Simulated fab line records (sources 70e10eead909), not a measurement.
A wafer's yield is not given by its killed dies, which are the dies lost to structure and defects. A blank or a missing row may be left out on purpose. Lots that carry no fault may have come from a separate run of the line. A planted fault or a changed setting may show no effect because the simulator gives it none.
Matching of chambers | flow nand-harc | 4 sister chambers for NHARC_A_CONTACT_ALD_18 on ald-metal-01
The step deposits TiN, target thk 3 nm, pulse time 1 s, ald cycles 150. 8 wafers are shown with their chamber, then 8 later ones without.

WAFERS, EACH WITH ITS CHAMBER
wafer  | chamber | heater-power-w (W) | heater-power-outer-w (W)
L086.3 | 2       | 933                | 625
L086.5 | 0       | 1122               | 721
L087.2 | 0       | 1140               | 723
L087.4 | 3       | 1088               | 695
L092.1 | 1       | 1028               | 705
L092.4 | 2       | 943                | 618
L092.5 | 1       | 1010               | 716
L094.2 | 3       | 1125               | 680

WAFERS MISSING THEIR CHAMBER
wafer  | heater-power-w (W) | heater-power-outer-w (W)
L094.4 | 945                | 599
L094.5 | 921                | 608
L095.4 | 926                | 605
L095.5 | 1090               | 736
L095.6 | 1057               | 673
L097.1 | 1092               | 754
L097.2 | 1057               | 688
L097.5 | 1107               | 667

EACH ONE'S CHAMBER
wafer  | from the rows above     | in truth
L094.4 | 2                       | 2
L094.5 | 2                       | 2
L095.4 | 2                       | 2
L095.5 | 0                       | 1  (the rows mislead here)
L095.6 | 3                       | 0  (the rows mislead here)
L097.1 | 0                       | 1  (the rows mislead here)
L097.2 | can't be placed: 3 or 1 | 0
L097.5 | 3                       | 3
Correct placement for 4 of the 8. Cannot be placed on the basis of these rows: 1; the candidates contain the true chamber in 0. Wrongly placed: 3.
How it was worked out, from the rows above alone: a wafer's distance from a chamber is the root of the sum, over the readings, of the square of ((its reading less the chamber's mean) divided by the reading's scatter). The wafer belongs to the nearest chamber; if the next one is less than 2 further off, it can't be placed. The mean given for a chamber averages the wafers shown for that chamber. The scatter: take each reading less its chamber's mean, square it, sum over the shown wafers, divide by the number of wafers less the number of chambers, and take the root.
